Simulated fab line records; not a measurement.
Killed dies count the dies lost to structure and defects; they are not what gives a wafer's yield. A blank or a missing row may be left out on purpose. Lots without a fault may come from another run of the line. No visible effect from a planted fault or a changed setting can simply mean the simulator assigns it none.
fab line records	flow n5-finfet
record lots=9	wafers=27	last-day=19
route steps=1938 shown BEOL_M3@1018 BEOL_M4@1031 PASSIVATION@1936
lots untouched by any fault: they come from a run of this same line in which no faults occurred
start-h: the number of hours between the record's first day and the start of the first shown wafer of the lot	wait-h: hours since the lot's step before	" repeats the value in the row above	L1.1+2: a row that stands for several wafers	- no value, or no start was given	* or withheld: withheld	< > ~ a bound
route shown NAME@n: a module of which the file shows steps, and the number in the route of the first	usual: mean/standard deviation of fault-free wafers	same: alike in all rows	chamber/n: place in a boat	sites: each site's reading	_std_site: the values' standard deviation	_edge_site: the outer-site mean with the inner-site mean subtracted	radius-mm: how far each site lies from the wafer's centre	mask NAME#n: copy n	behind: the most recent tool/chamber to have shaped the wafer	hold: reason for holding the lot/hours on hold/outcome of the hold	device: which transistor (n, p or np) failed to switch	end of line: the tests these same wafers got at the end of their route	a step without rows: its recipe alone	killed: at the first sort, the dies lost to defects and structure; wafer yield is something else	map: shows each die of a wafer: x if killed, . if not, _ if none is there
set.NAME: the setting the step ran with; set.NAME@STEP: the setting that earlier step ran with	model.NAME: the simulator's own value behind a step, which no gauge read
a sample of lots followed through the steps of the route, with each step as a table and each wafer as a row
services: a tool's chamber out of use, with start hour (start-h, from the record's first day; less than 0 if before it), hours out, and reason
## steps
# step N5_BEOL_M3_DEP_57
# recipe material=SiCN	target-thk-a=80	temp-c=withheld	precursor=3MS/NH3	pressure-torr=3	rf-w=202	time-s=14
# usual showerhead-plenum-p-Torr=3.659/0.011	throttle-valve-pct=9.05/0.26
lot.wafer	tool	chamber	start-h	wait-h	showerhead-plenum-p-Torr	throttle-valve-pct
L498.2	pecvd-04	0	239.96	0.0	3.665	8.67
L498.4	"	1	"	"	3.656	9.45
L498.6	"	0	"	"	3.669	8.82
L500.1	pecvd-03	2	245.32	0.0	3.654	8.84
L500.3	"	0	"	"	3.673	9.45
L500.4	"	2	"	"	3.666	8.92
L503.2	pecvd-03	2	260.55	0.0	3.651	8.90
L503.3	"	1	"	"	3.659	9.05
L503.4	"	2	"	"	3.657	8.86
L504.1	pecvd-03	2	268.72	0.0	3.659	8.97
L504.3	"	0	"	"	3.680	9.31
L504.6	"	0	"	"	3.681	9.48
L505.2	pecvd-03	2	275.16	0.0	3.658	8.75
L505.5	"	2	"	"	3.653	8.95
L505.6	"	1	"	"	3.661	9.24
L508.2	pecvd-03	2	296.42	0.0	3.652	8.87
L508.5	"	1	"	"	3.658	9.16
L508.6	"	2	"	"	3.662	8.99
L509.2	pecvd-03	2	298.22	0.0	3.660	9.32
L509.5	"	2	"	"	3.670	8.96
L509.6	"	0	"	"	3.679	9.14
L510.1	pecvd-02	0	303.05	0.0	3.659	8.91
L510.3	"	1	"	"	3.661	8.62
L510.4	"	1	"	"	3.661	8.81
L511.2	pecvd-04	0	316.95	0.0	3.662	9.14
L511.3	"	2	"	"	3.650	9.40
L511.5	"	2	"	"	3.652	8.74
# step N5_BEOL_M4_EXPOSE_08
# recipe mask-id=M4	na=0.33	source-shape=dipole	sigma-inner=0.369	sigma-outer=0.767	polarization=unpolarized	dose-mj=41.25
# usual exposure-dose-mJ-cm2=41.17/0.048
# same sigma-outer=0.767
lot.wafer	tool	chamber	start-h	wait-h	mask	exposure-dose-mJ-cm2
L498.2	euv-scanner-01	0	241.38	-	M4#0	41.11
L498.4	"	0	"	"	M4#0	41.14
L498.6	"	0	"	"	M4#0	41.15
L500.1	euv-scanner-01	0	246.39	-	M4#0	41.17
L500.3	"	0	"	"	M4#0	41.16
L500.4	"	0	"	"	M4#0	41.18
L503.2	euv-scanner-01	0	262.73	-	M4#0	41.20
L503.3	"	0	"	"	M4#0	41.16
L503.4	"	0	"	"	M4#0	41.11
L504.1	euv-scanner-01	0	269.53	-	M4#0	32.58
L504.3	"	0	"	"	M4#0	32.51
L504.6	"	0	"	"	M4#0	32.57
L505.2	euv-scanner-01	0	276.64	-	M4#0	34.25
L505.5	"	0	"	"	M4#0	34.21
L505.6	"	0	"	"	M4#0	34.22
L508.2	euv-scanner-01	0	298.00	-	M4#0	35.60
L508.5	"	0	"	"	M4#0	35.60
L508.6	"	0	"	"	M4#0	35.59
L509.2	euv-scanner-01	0	301.24	-	M4#0	36.77
L509.5	"	0	"	"	M4#0	36.75
L509.6	"	0	"	"	M4#0	36.71
L510.1	euv-scanner-02	0	306.06	-	M4#0	41.13
L510.3	"	0	"	"	M4#0	41.15
L510.4	"	0	"	"	M4#0	41.15
L511.2	euv-scanner-02	0	317.51	-	M4#0	41.27
L511.3	"	0	"	"	M4#0	41.22
L511.5	"	0	"	"	M4#0	41.20
# step N5_BEOL_M4_CD_MEAS_11
# recipe target-cd-nm=16.79	landing-energy-ev=500	detector=se-inlens	polarity=opening
# usual cd-nm=16.79/0.24
lot.wafer	tool	chamber	start-h	wait-h	cd-nm
L498.2	cd-sem-03	0	241.50	-	16.52
L498.4	"	0	"	"	16.60
L498.6	"	0	"	"	16.15
L500.1	cd-sem-01	0	246.52	-	16.79
L500.3	"	0	"	"	17.00
L500.4	"	0	"	"	16.46
L503.2	cd-sem-02	0	262.86	-	16.66
L503.3	"	0	"	"	16.77
L503.4	"	0	"	"	16.92
L504.1	cd-sem-02	0	269.66	-	11.27
L504.3	"	0	"	"	11.21
L504.6	"	0	"	"	11.24
L505.2	cd-sem-03	0	276.76	-	12.71
L505.5	"	0	"	"	12.92
L505.6	"	0	"	"	12.97
L508.2	cd-sem-01	0	298.13	-	13.76
L508.5	"	0	"	"	13.63
L508.6	"	0	"	"	14.15
L509.2	cd-sem-02	0	301.37	-	14.35
L509.5	"	0	"	"	13.90
L509.6	"	0	"	"	14.53
L510.1	cd-sem-01	0	306.19	-	16.56
L510.3	"	0	"	"	16.52
L510.4	"	0	"	"	16.88
L511.2	cd-sem-02	0	317.63	-	16.59
L511.3	"	0	"	"	16.68
L511.5	"	0	"	"	16.64
# step N5_BEOL_M4_DESCUM_16
# recipe chemistry=O2	time-s=7	source-power-w=50	bias-power-w=20	pressure-mtorr=20	rf-frequency-hz=2.712e+07	temp-c=40	resist=CAR-EUV	o2-flow-sccm=225
# usual drypump-motor-current-A=5.9/0.53	oes-product-au=0.78/0.078	rf-vpp-V=244.0/1.3	showerhead-plenum-p-Torr=2.14/0.059	throttle-valve-pct=20.43/0.16
lot.wafer	tool	chamber	start-h	wait-h	drypump-motor-current-A	oes-product-au	rf-hours-counter-h	rf-vpp-V	showerhead-plenum-p-Torr	throttle-valve-pct
L498.2	rie-diel-03	1	241.67	0.1	6.7	0.71	198	244.5	2.16	20.12
L498.4	"	3	"	"	6.1	0.74	180	244.5	2.08	20.53
L498.6	"	2	"	"	5.8	0.85	-	245.3	2.22	20.59
L500.1	rie-diel-02	2	246.64	0.0	6.1	0.91	14	244.6	2.23	20.35
L500.3	"	0	"	"	6.2	0.70	204	243.5	2.16	20.44
L500.4	"	3	"	"	5.8	0.81	115	243.9	2.19	20.56
L503.2	rie-diel-02	0	263.11	0.2	6.2	0.69	210	245.7	2.16	20.46
L503.3	"	3	"	"	5.8	0.80	121	244.1	2.18	20.59
L503.4	"	2	"	"	6.0	0.90	20	245.6	2.22	20.38
L504.1	rie-diel-03	3	269.78	0.0	6.1	0.73	190	242.6	2.08	20.54
L504.3	"	0	"	"	6.4	0.87	34	242.9	2.14	20.22
L504.6	"	1	"	"	6.7	0.70	-	243.4	2.16	20.14
L505.2	rie-diel-03	0	277.20	0.3	6.4	0.86	37	243.5	2.14	20.21
L505.5	"	3	"	"	6.1	0.72	-	243.4	2.08	20.54
L505.6	"	0	"	"	6.4	0.86	-	244.7	2.14	20.21
L508.2	rie-diel-02	3	298.34	0.1	5.8	0.79	132	244.0	2.18	20.60
L508.5	"	0	"	"	6.2	0.69	-	245.1	2.15	20.48
L508.6	"	3	"	"	5.8	0.79	-	246.0	2.18	20.61
L509.2	rie-diel-05	2	301.49	0.0	6.0	0.93	11	243.9	2.15	20.04
L509.5	"	3	"	"	6.4	0.69	-	244.3	2.15	20.66
L509.6	"	0	"	"	5.7	0.71	-	245.2	2.17	20.58
L510.1	rie-diel-05	2	306.32	0.0	5.9	0.91	12	243.0	2.15	20.04
L510.3	"	1	"	"	4.9	0.82	91	243.4	2.04	20.38
L510.4	"	0	"	"	5.7	0.70	175	244.9	2.17	20.59
L511.2	rie-diel-02	2	317.75	0.0	6.0	0.87	36	246.1	2.22	20.39
L511.3	"	3	"	"	5.8	0.78	138	244.2	2.18	20.61
L511.5	"	1	"	"	5.0	0.82	-	242.9	2.03	20.39
# step N5_BEOL_M4_ETCH_74
# recipe chemistry=N2/H2	target=underlayer	target-depth-a=65	mask-material=CAR-EUV	time-s=5.2	ion-energy-ev=200	pressure-mtorr=30	source-w=840	bias-w=150	n2-flow-sccm=200	h2-flow-sccm=200	ends=cleared
# usual bias-w=150.1/0.42	drypump-motor-current-A=5.9/0.53	etch-rf-on-time-s=5.21/0.071	oes-product-au=0.67/0.063	rf-vpp-V=525.5/2.3	showerhead-plenum-p-Torr=2.60/0.077	throttle-valve-pct=17.85/0.22
lot.wafer	tool	chamber	start-h	wait-h	bias-w	drypump-motor-current-A	etch-rf-on-time-s	oes-product-au	rf-hours-counter-h	rf-vpp-V	showerhead-plenum-p-Torr	throttle-valve-pct
L498.2	rie-diel-03	1	241.71	0.0	150.0	6.7	5.27	0.61	198	528.6	2.63	17.54
L498.4	"	3	"	"	150.6	6.1	5.11	0.63	180	524.8	2.52	17.94
L498.6	"	2	"	"	149.0	5.8	5.15	0.73	-	527.9	2.70	18.11
L500.1	rie-diel-02	2	246.68	0.0	149.6	6.1	5.23	0.78	14	529.7	2.71	17.76
L500.3	"	0	"	"	149.6	6.2	5.27	0.60	204	529.3	2.62	17.88
L500.4	"	3	"	"	150.0	5.8	5.07	0.70	115	525.0	2.67	18.08
L503.2	rie-diel-02	0	263.15	0.0	150.0	6.2	5.26	0.59	210	527.6	2.62	17.88
L503.3	"	3	"	"	149.3	5.8	5.11	0.69	121	527.6	2.66	18.10
L503.4	"	2	"	"	150.1	6.0	5.27	0.75	20	527.2	2.71	17.77
L504.1	rie-diel-03	3	269.82	0.0	149.6	6.1	5.10	0.63	190	522.9	2.52	17.94
L504.3	"	0	"	"	150.5	6.4	5.18	0.74	34	524.1	2.59	17.57
L504.6	"	1	"	"	150.4	6.7	5.25	0.61	-	527.0	2.63	17.58
L505.2	rie-diel-03	0	277.23	0.0	149.8	6.4	5.19	0.74	37	525.7	2.59	17.58
L505.5	"	3	"	"	150.0	6.2	5.16	0.62	-	522.1	2.52	17.94
L505.6	"	0	"	"	149.8	6.4	5.19	0.73	-	525.0	2.59	17.61
L508.2	rie-diel-02	3	298.38	0.0	150.2	5.8	5.12	0.68	132	525.9	2.66	18.12
L508.5	"	0	"	"	150.1	6.1	5.28	0.59	-	525.4	2.62	17.90
L508.6	"	3	"	"	149.8	5.8	5.10	0.68	-	527.1	2.66	18.12
L509.2	rie-diel-05	2	301.52	0.0	149.8	5.9	5.10	0.77	11	526.3	2.60	17.33
L509.5	"	3	"	"	150.1	6.4	5.18	0.59	-	525.6	2.60	18.01
L509.6	"	0	"	"	150.4	5.7	5.13	0.60	-	526.2	2.65	18.18
L510.1	rie-diel-05	2	306.35	0.0	150.4	6.0	5.09	0.78	12	526.6	2.60	17.34
L510.3	"	1	"	"	149.4	4.9	5.22	0.69	91	519.8	2.46	17.54
L510.4	"	0	"	"	150.0	5.7	5.13	0.61	175	524.9	2.65	18.18
L511.2	rie-diel-02	2	317.79	0.0	149.5	6.1	5.31	0.73	36	528.6	2.70	17.82
L511.3	"	3	"	"	149.4	5.8	5.15	0.67	138	527.7	2.66	18.11
L511.5	"	1	"	"	150.1	4.9	5.30	0.69	-	521.3	2.48	17.95
# step N5_BEOL_M4_CD_MEAS_18
# recipe pitch-nm=36	target-cd-nm=18
# usual cd-nm=17.93/0.3
lot.wafer	tool	chamber	start-h	wait-h	cd-nm
L498.2	cd-sem-02	-	242.11	0.1	17.62
L498.4	"	-	"	"	17.44
L498.6	"	-	"	"	18.04
L500.1	cd-sem-02	-	247.07	0.0	17.79
L500.3	"	-	"	"	17.20
L500.4	"	-	"	"	17.92
L503.2	cd-sem-02	-	263.55	0.1	18.01
L503.3	"	-	"	"	17.84
L503.4	"	-	"	"	18.52
L504.1	cd-sem-03	-	270.22	0.1	12.62
L504.3	"	-	"	"	12.50
L504.6	"	-	"	"	12.67
L505.2	cd-sem-03	-	277.63	0.1	13.67
L505.5	"	-	"	"	13.85
L505.6	"	-	"	"	13.76
L508.2	cd-sem-03	-	298.87	0.1	15.21
L508.5	"	-	"	"	14.86
L508.6	"	-	"	"	14.85
L509.2	cd-sem-02	-	301.95	0.1	15.41
L509.5	"	-	"	"	14.91
L509.6	"	-	"	"	15.30
L510.1	cd-sem-03	-	306.77	0.0	17.58
L510.3	"	-	"	"	16.95
L510.4	"	-	"	"	17.45
L511.2	cd-sem-02	-	318.19	0.1	17.74
L511.3	"	-	"	"	17.96
L511.5	"	-	"	"	17.84
# step N5_BEOL_M4_RC_MEAS_101
# usual DIBL_N=36.4/1.4	DIBL_P=36.4/1.5	IOFF_N=0.156/0.022	IOFF_P=0.210/0.023	ION_N=675/9.1	ION_P=463/5.7	SS_N=71.6/0.45	SS_P=73.3/0.56	VT_N=250/3.1	VT_P=-250.3/2.3
lot.wafer	tool	chamber	start-h	wait-h	DIBL_N[mV/V]	DIBL_P[mV/V]	IOFF_N[nA/um]	IOFF_P[nA/um]	ION_N[uA/um]	ION_P[uA/um]	SS_N[mV/dec]	SS_P[mV/dec]	VT_N[mV]	VT_P[mV]
L498.2	prober-02	0	257.10	0.2	37.6	37.8	0.163	0.190	677	453	72.0	73.5	249	-252.8
L498.4	"	0	"	"	38.0	38.8	0.179	0.210	678	461	72.1	73.9	250	-250.8
L498.6	"	0	"	"	37.2	37.7	0.159	0.185	670	452	71.9	73.5	249	-255.0
L500.1	prober-01	0	257.31	0.0	35.0	35.1	0.130	0.182	666	459	71.2	72.8	252	-256.3
L500.3	"	0	"	"	36.0	36.3	0.140	0.199	671	462	71.7	74.3	253	-251.6
L500.4	"	0	"	"	35.3	35.5	0.128	0.185	659	457	71.4	74.0	255	-253.3
L503.2	prober-01	0	280.29	0.2	36.2	33.8	0.155	0.191	677	456	71.6	72.4	248	-249.8
L503.3	"	0	"	"	37.6	36.6	0.175	0.228	684	468	71.5	73.7	249	-247.9
L503.4	"	0	"	"	37.3	36.0	0.173	0.223	687	465	71.4	73.1	248	-247.1
L510.1	prober-02	0	327.70	0.0	37.2	38.6	0.187	0.259	685	477	72.3	73.5	246	-249.3
L510.3	"	0	"	"	36.8	37.0	0.166	0.228	671	465	72.1	74.1	248	-249.0
L510.4	"	0	"	"	35.9	35.9	0.152	0.212	675	467	71.6	73.8	249	-250.1
L511.2	prober-02	0	342.34	0.2	37.0	38.0	0.164	0.233	669	468	71.6	73.6	250	-249.7
L511.3	"	0	"	"	35.1	36.5	0.139	0.205	669	465	71.4	72.4	252	-248.6
L511.5	"	0	"	"	36.8	38.2	0.174	0.235	676	467	71.8	72.8	249	-249.1
# step N5_PASSIVATION_PROBE_49
# usual defect-limited-yield=91.5/1.3	killed_at_M0_to_M3=33/10	killed_at_M4_up=13/4	killed-at-contacts=12/6.3	killed-at-front-end=39/11	killed-at-other=3.4/2.6	killed-dies=100/15	killed-on-rim=13/4	killed-open=65/11	killed-short=34/7.8	sort_bin_5_function=5.0/0.89	sort_bin_6_memory=3.2/0.58	sort-n-pass=1080/15	sort-yield-pct=91.5/1.3
# same gross-dies=1180	killed-at-back-side=0	sort_bin_4_leakage[%]=0	sort_bin_8_speed[%]=0
lot.wafer	tool	chamber	start-h	wait-h	defect-limited-yield[%]	killed_at_M0_to_M3	killed_at_M4_up	killed-at-contacts	killed-at-front-end	killed-at-other	killed-dies	killed-on-rim	killed-open	killed-short	sort_bin_5_function[%]	sort_bin_6_memory[%]	sort-n-pass	sort-yield-pct[%]
L500.1	prober-01	-	363.44	0.0	92.9	31	13	3	34	3	84	10	55	29	3.9	2.8	1096	92.9
L500.3	prober-01	-	363.54	0.1	90.9	58	11	13	22	3	107	14	72	33	4.7	3.9	1073	90.9
L505.2	prober-01	-	417.42	0.1	0	21	1113	7	37	2	1180	152	49	32	4.0	2.8	0	0
L505.5	prober-01	-	417.57	0.2	0	28	1089	6	53	4	1180	152	74	34	6.0	3.0	0	0
L505.6	prober-01	-	417.62	0.3	0	24	1102	6	43	5	1180	152	62	30	5.0	2.4	0	0
# killed by level:class
L500.1 FIN_SAQP:geometric-particle:short=13 BEOL_M3:geometric-particle:open=7 FIN_SAQP:geometric-particle:open=6 STI_FIN_REVEAL:geometric-particle:open=6 BEOL_M0_SAQP:geometric-particle:open=5 DUMMY_GATE:geometric-particle:open=4 BEOL_M0_SAQP:geometric-particle:short=4 BEOL_M0:geometric-particle:open=4
L500.3 BEOL_M2:geometric-particle:open=13 MOL_CONTACT_COAG:geometric-particle:open=10 BEOL_M1:geometric-particle:open=10 BEOL_M0_SAQP:geometric-particle:open=8 BEOL_M3:geometric-particle:open=7 BEOL_M0_SAQP:geometric-particle:short=7 BEOL_M0:geometric-particle:open=6 FIN_SAQP:geometric-particle:short=4
L505.2 BEOL_M4:area-expose=1099 STI_FIN_REVEAL:geometric-particle:open=11 FIN_SAQP:geometric-particle:open=9 BEOL_M0_SAQP:geometric-particle:short=7 BEOL_M3:geometric-particle:open=6 GATE_CUT:geometric-particle:short=4 MOL_CONTACT_COAG:geometric-particle:short=4 FIN_SAQP:geometric-particle:short=3
L505.5 BEOL_M4:area-expose=1072 DUMMY_GATE:geometric-particle:open=15 FIN_SAQP:geometric-particle:open=14 FIN_SAQP:geometric-particle:short=7 MOL_CONTACT_COAG:geometric-particle:open=6 STI_FIN_REVEAL:geometric-particle:open=5 BEOL_M4:geometric-particle:open=5 BEOL_M8:geometric-particle:open=4
L505.6 BEOL_M4:area-expose=1088 FIN_SAQP:geometric-particle:open=11 STI_FIN_REVEAL:geometric-particle:open=10 FIN_SAQP:geometric-particle:short=6 MOL_CONTACT_COAG:geometric-particle:open=5 BEOL_M0:geometric-particle:short=5 BEOL_M1:geometric-particle:open=5 BEOL_M4:geometric-particle:short=5
## services
tool	chamber	start-h	hours	kind
euv-scanner-02	-	219.88	1.6	repair
rie-diel-03	1	222.81	2.7	repair
euv-scanner-02	-	224.67	2.4	repair
pecvd-03	-	225.74	3.7	repair
rie-diel-02	0	236.29	1.6	repair
euv-scanner-02	-	237.80	5.8	pm
euv-scanner-01	-	243.59	1.0	pm
euv-scanner-02	-	245.80	27.2	repair
rie-diel-05	2	248.47	1.5	repair
rie-diel-05	2	250.18	-	clean
rie-diel-05	2	250.18	-	consumable-replace:focus-ring
rie-diel-05	2	250.18	13.4	scheduled-down
rie-diel-05	2	250.18	13.4	vent-cycle
pecvd-03	0	253.56	2.1	scheduled-down
rie-diel-03	0	253.76	5.9	repair
pecvd-04	2	263.06	2.1	scheduled-down
rie-diel-05	1	276.26	3.2	repair
euv-scanner-01	-	276.98	4.6	pm
euv-scanner-01	-	298.94	1.0	pm
euv-scanner-01	-	302.98	1.4	repair
pecvd-02	-	307.15	0.7	repair
euv-scanner-02	-	307.55	1.0	pm
## key
first-sign step=N5_BEOL_M4_EXPOSE_08	reading=exposure-dose-mJ-cm2	direction=down	sigmas=99+	usual=41.17	struck=34.78
effect step=N5_BEOL_M4_CD_MEAS_11	reading=cd-nm	direction=down	sigmas=15	usual=16.79	struck=13.05	through=control-loop
effect step=N5_BEOL_M4_CD_MEAS_18	reading=cd-nm	direction=down	sigmas=13	usual=17.93	struck=14.13	through=control-loop
effect step=N5_PASSIVATION_PROBE_49	reading=killed_at_M4_up	direction=up	sigmas=99+	usual=13	struck=1101
more-kills-born-at N5_BEOL_M4_EXPOSE_08@euv-scanner-01=3259
met-at N5_BEOL_M4_EXPOSE_08
struck-lots L504,L505,L508,L509
rows-end L504.1,L504.3,L504.6,L508.2,L508.5,L508.6,L509.2,L509.5,L509.6
later-rows-left-out L505.2,L505.5,L505.6
loop-trim step=N5_BEOL_M4_EXPOSE_08	setting=dose	lots=L505,L508,L509
not-acting-at N5_BEOL_M3_DEP_57,N5_BEOL_M4_DESCUM_16,N5_BEOL_M4_ETCH_74
onset-between 262.73 269.53
fault kind=process-parameter-drift	tool=euv-scanner-01	chamber=-	onset-h=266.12	steps=N5_BEOL_M4_EXPOSE_08	channel=dose-mj	offset=-8.5935	shape=step	acts-in=these-recipes-only	stated=41.25
# later-rows-left-out: the simulator's readings of these wafers behind a module that went badly wrong aren't trusted and aren't shown, but for the sort
# rows-end: these wafers met a further fault down the route, and their rows from its step on are left out
# loop-trim: a control loop set the setting to another value than it would have without faults
